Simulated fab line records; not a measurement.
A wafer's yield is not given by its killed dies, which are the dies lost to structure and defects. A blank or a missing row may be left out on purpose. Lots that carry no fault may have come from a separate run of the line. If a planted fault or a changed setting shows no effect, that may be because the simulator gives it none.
Matching of chambers    flow nand-harc    4 sister chambers for NHARC_A_M0_CMP_23 on cmp-04
The step polishes, t overpolish 20 s, target thk 113.75 nm. 8 wafers are shown with their chamber, then 8 later ones without.

== WAFERS PAIRED WITH THEIR CHAMBERS ==
wafer   chamber  motor-current-A (A)  time-to-endpoint-s (s)
L080.2  1        13.0                 29.3
L080.6  1        12.6                 29.4
L082.1  2        11.9                 29.4
L082.3  3        11.4                 32.0
L089.1  0        13.8                 31.3
L089.2  2        10.6                 33.4
L089.6  3        12.5                 31.6
L091.2  0        14.1                 30.5

== WAFERS WHOSE CHAMBER IS MISSING ==
wafer   motor-current-A (A)  time-to-endpoint-s (s)
L091.3  12.7                 33.1
L091.4  12.0                 30.8
L095.1  12.3                 30.2
L095.2  13.6                 31.7
L095.5  12.1                 33.2
L097.2  11.4                 30.0
L097.3  13.2                 28.7
L097.4  13.4                 29.7

== THE CHAMBER EACH PASSED THROUGH ==
wafer   from the rows above                in truth
L091.3  can't be placed: 3 or 0 or 2 or 1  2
L091.4  can't be placed: 3 or 2 or 1       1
L095.1  can't be placed: 1 or 3 or 2 or 0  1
L095.2  can't be placed: 0 or 1 or 3       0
L095.5  can't be placed: 3 or 2 or 1       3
L097.2  can't be placed: 2 or 3 or 1       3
L097.3  can't be placed: 1 or 0            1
L097.4  can't be placed: 1 or 0 or 3       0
Correctly placed: 0 of 8. Can't be placed from these rows: 8 (the true chamber is among the candidates in 8). 0 placed wrongly.
How it was worked out, from the rows above alone: a wafer's distance from a chamber is the root of the sum, over the readings, of the square of ((its reading less the chamber's mean) divided by the reading's scatter). If the next closest chamber is less than 2 further off than the closest, the wafer can't be placed; otherwise it belongs to the closest. Each chamber's mean is taken over the wafers shown for it. The scatter: take each reading less its chamber's mean, square it, sum over the shown wafers, divide by the number of wafers less the number of chambers, and take the root.
